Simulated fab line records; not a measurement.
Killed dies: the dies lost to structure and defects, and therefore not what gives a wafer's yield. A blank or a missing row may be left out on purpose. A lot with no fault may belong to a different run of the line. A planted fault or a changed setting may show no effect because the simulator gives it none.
What tool caused it?    flow n5Finfet    72 wafers from 24 lots sampled at 4 of the route's 1938 steps

WHAT EACH GAUGE READ, for each wafer
N5_BEOL_M1_OVL_MEAS_29. Usual: V0_OVL 0.0 nm, standard deviation 0.69.
lot   measured      on          V0_OVL (nm)     flag
L074  day 6 03:37   overlay-02  0.4 0.0 0.8     
L075  day 6 07:57   overlay-02  -0.5 -0.8 -0.5  
L076  day 6 11:26   overlay-01  0.4 1.0 0.7     
L077  day 6 22:56   overlay-01  0.4 0.3 0.2     
L078  day 7 03:22   overlay-02  0.3 0.0 -0.1    
L079  day 7 10:00   overlay-02  -0.1 0.1 0.9    
L080  day 7 18:49   overlay-02  1.4 -0.5 0.0    
L081  day 8 00:35   overlay-01  -1.5 -0.8 0.2   
L082  day 8 06:07   overlay-01  0.6 0.0 0.3     
L083  day 8 12:07   overlay-01  -1.3 -0.9 -1.1  
L084  day 8 14:20   overlay-01  0.2 0.2 0.4     
L085  day 9 03:41   overlay-01  -0.3 -0.4 -1.3  
L086  day 9 04:02   overlay-01  0.2 -1.0 -0.3   
L087  day 9 12:36   overlay-02  0.9 0.0 -0.4    
L088  day 9 16:46   overlay-02  -0.4 0.4 -0.4   
L089  day 9 22:31   overlay-01  0.6 0.3 0.0     
L090  day 10 04:39  overlay-02  0.7 1.1 0.3     
L091  day 10 06:31  overlay-01  -0.6 -0.3 -0.4  
L093  day 10 14:40  overlay-02  0.8 -0.7 0.2    
L092  day 10 15:05  overlay-02  -0.3 0.2 -0.5   
L094  day 11 07:50  overlay-01  0.1 -0.5 -0.6   
L095  day 11 14:16  overlay-01  -0.6 -0.6 -0.3  
L096  day 11 14:25  overlay-01  0.7 0.3 1.4     
L097  day 12 02:44  overlay-01  -0.8 -0.5 -0.3  

N5_BEOL_M1_OCD_MEAS_38. Usual: 54.8 nm for trenchDepthNm, sd 1.1.
lot   measured      on      trenchDepthNm (nm)  flag
L074  day 6 05:26   ocd-01  54.9 54.3 54.7      
L075  day 6 11:00   ocd-01  54.7 56.8 55.1      
L076  day 6 13:50   ocd-01  56.1 54.9 56.0      
L077  day 6 23:51   ocd-01  55.9 53.9 55.1      
L078  day 7 05:55   ocd-01  55.0 54.1 52.9      
L079  day 7 12:33   ocd-02  54.9 55.4 55.1      
L080  day 8 04:06   ocd-01  57.1 54.7 53.5      
L081  day 8 09:04   ocd-02  54.0 57.1 54.9      
L082  day 8 12:45   ocd-01  55.7 54.7 56.8      
L083  day 8 16:38   ocd-02  55.1 56.0 55.7      
L084  day 9 02:14   ocd-01  55.6 55.1 55.2      
L085  day 9 10:50   ocd-01  55.5 57.2 57.1      
L086  day 9 10:52   ocd-02  55.6 54.2 54.6      
L087  day 9 16:07   ocd-02  55.1 54.8 55.0      
L088  day 9 20:47   ocd-02  53.0 55.3 53.0      
L089  day 10 00:08  ocd-01  54.2 53.5 55.0      
L090  day 10 14:34  ocd-02  53.9 53.8 52.3      
L091  day 10 14:54  ocd-01  56.2 54.7 55.5      
L093  day 10 16:19  ocd-01  55.7 53.6 53.3      
L092  day 10 19:40  ocd-01  55.1 54.9 55.5      
L094  day 11 21:29  ocd-01  55.9 56.8 57.3      
L095  day 12 01:11  ocd-01  54.2 54.9 55.1      
L096  day 12 01:11  ocd-02  53.4 56.0 54.3      
L097  day 12 05:22  ocd-01  55.2 54.1 54.0      

N5_BEOL_M1_CD_MEAS_35: target cd 18 nm, target cd y 21 nm. Usual: 18.1 nm for cdNm, sd 0.39.
lot   measured      on        cdNm (nm)       flag
L074  day 6 05:35   cdSem-01  17.9 18.2 17.5  
L075  day 6 11:10   cdSem-03  18.1 18.0 17.6  
L076  day 6 13:59   cdSem-03  18.1 17.9 18.4  
L077  day 7 00:00   cdSem-02  18.7 18.3 18.4  
L078  day 7 06:04   cdSem-03  18.0 18.2 18.6  
L079  day 7 12:42   cdSem-02  18.0 17.7 18.6  
L080  day 8 04:16   cdSem-03  17.3 18.0 18.0  
L081  day 8 09:14   cdSem-02  17.9 17.6 17.8  
L082  day 8 12:54   cdSem-03  18.7 18.4 17.7  
L083  day 8 16:48   cdSem-03  17.5 18.1 17.9  
L084  day 9 02:23   cdSem-01  17.9 18.1 18.0  
L085  day 9 10:59   cdSem-03  18.2 18.3 18.3  
L086  day 9 11:01   cdSem-02  18.5 18.1 18.1  
L087  day 9 16:16   cdSem-02  17.4 17.0 18.0  
L088  day 9 20:56   cdSem-02  18.6 18.0 18.3  
L089  day 10 00:17  cdSem-03  18.0 18.5 18.2  
L090  day 10 14:43  cdSem-03  18.1 17.7 17.0  
L091  day 10 15:04  cdSem-02  18.0 18.9 18.2  
L093  day 10 16:28  cdSem-03  17.8 18.5 17.7  
L092  day 10 19:55  cdSem-02  17.6 19.0 18.1  
L094  day 11 21:38  cdSem-01  17.9 17.5 17.9  
L095  day 12 01:21  cdSem-02  18.7 18.3 18.7  
L096  day 12 01:21  cdSem-03  17.9 17.8 17.6  
L097  day 12 05:31  cdSem-01  17.8 18.0 18.0  

WHICH TOOL RAN EACH LOT (tool, then ch and the chambers of the sampled wafers, then the start)
lot   N5_BEOL_M1_VIA_ETCH_34
L074  rieDiel-02 ch 0,1,2, day 6 05:11
L075  rieDiel-06 ch 1,2,3, day 6 10:45
L076  rieDiel-01 ch 0,2,3, day 6 13:35
L077  rieDiel-01 ch 0,1, day 6 23:35
L078  rieDiel-02 ch 1,3, day 7 05:39
L079  rieDiel-01 ch 0,2,3, day 7 12:17
L080  rieDiel-06 ch 0,1,3, day 8 03:50
L081  rieDiel-06 ch 1,3, day 8 08:49
L082  rieDiel-06 ch 1,2,3, day 8 12:29
L083  rieDiel-01 ch 0,1, day 8 16:23
L084  rieDiel-01 ch 0,1,2, day 9 01:58
L085  rieDiel-06 ch 0,2,3, day 9 10:34
L086  rieDiel-01 ch 2,3, day 9 10:36
L087  rieDiel-02 ch 0,1, day 9 15:52
L088  rieDiel-02 ch 0,2,3, day 9 20:32
L089  rieDiel-02 ch 1,2, day 9 23:53
L090  rieDiel-02 ch 1,2,3, day 10 14:18
L091  rieDiel-01 ch 0,2,3, day 10 14:39
L093  rieDiel-02 ch 1,3, day 10 16:04
L092  rieDiel-01 ch 0,2, day 10 19:24
L094  rieDiel-06 ch 0,3, day 11 21:14
L095  rieDiel-01 ch 0,2,3, day 12 00:56
L096  rieDiel-02 ch 0,1,2, day 12 00:56
L097  rieDiel-01 ch 1,2, day 12 05:07
- N5_BEOL_M1_VIA_ETCH_34: etches the open film in C4F6/O2, target depth 67.8 nm, time 64.4 s.

WHAT THE TOOLS THEMSELVES READ (means of the sampled wafers that have a number; where no wafer has one, the mark that the record gives instead)
N5_BEOL_M1_VIA_ETCH_34. Usual: drypumpMotorCurrentA 5.7 A, standard deviation 0.41; oesProductAu 0.77 a.u., standard deviation 0.083; rfVppV 662 V, standard deviation 9.1; showerheadPlenumPTorr 2.84 Torr, standard deviation 0.08; throttleValvePct 30.72 %, standard deviation 0.26.
lot   tool        drypumpMotorCurrentA (A)  oesProductAu (a.u.)  rfVppV (V)  showerheadPlenumPTorr (Torr)  throttleValvePct (%)  flag
L074  rieDiel-02  5.6                       0.74                 657         2.79                          30.69                 
L075  rieDiel-06  5.4                       0.78                 670         2.90                          30.73                 
L076  rieDiel-01  5.6                       0.78                 665         2.90                          30.70                 
L077  rieDiel-01  6.1                       0.87                 672         2.83                          30.89                 
L078  rieDiel-02  6.0                       0.71                 647         2.78                          30.55                 
L079  rieDiel-01  5.6                       0.79                 663         2.89                          30.71                 
L080  rieDiel-06  5.6                       0.75                 665         2.83                          30.55                 
L081  rieDiel-06  5.5                       0.74                 671         2.84                          30.53                 
L082  rieDiel-06  5.4                       0.76                 668         2.89                          30.77                 
L083  rieDiel-01  5.7                       0.83                 671         2.85                          30.93                 
L084  rieDiel-01  5.8                       0.80                 667         2.84                          30.78                 
L085  rieDiel-06  5.6                       0.86                 663         2.88                          30.83                 
L086  rieDiel-01  5.8                       0.79                 659         2.92                          30.61                 
L087  rieDiel-02  5.7                       0.71                 660         2.71                          30.94                 
L088  rieDiel-02  6.0                       0.68                 658         2.80                          30.85                 
L089  rieDiel-02  5.4                       0.73                 650         2.78                          30.42                 
L090  rieDiel-02  5.8                       0.70                 650         2.80                          30.55                 
L091  rieDiel-01  5.6                       0.77                 662         2.89                          30.72                 
L093  rieDiel-02  6.0                       0.68                 647         2.77                          30.58                 
L092  rieDiel-01  5.5                       0.73                 663         2.84                          30.69                 
L094  rieDiel-06  5.6                       0.87                 662         2.85                          30.60                 
L095  rieDiel-01  5.6                       0.76                 663         2.88                          30.75                 
L096  rieDiel-02  5.6                       0.80                 661         2.88                          30.76                 
L097  rieDiel-01  6.2                       0.79                 668         2.80                          30.76                 

THE ANSWER, worked out from the rows above alone
Rule: a lot counts as off when the mean over its wafers that have a number is more than 3 standard deviations away from the usual mean. Also off: a lot with no number at a reading for which 4 or more lots have one. Any other lot the step has rows for is counted as sound. The gauges are gone through in route order, then the tools' own readings, and for those a lot's mean is taken as printed above. At the first step where some lot is off, the reading lying furthest off is the one used; lots without a number count as furthest.
No lot is off on any of the readings shown, so nothing can be concluded from this.

WHAT THE SIMULATOR PUT IN
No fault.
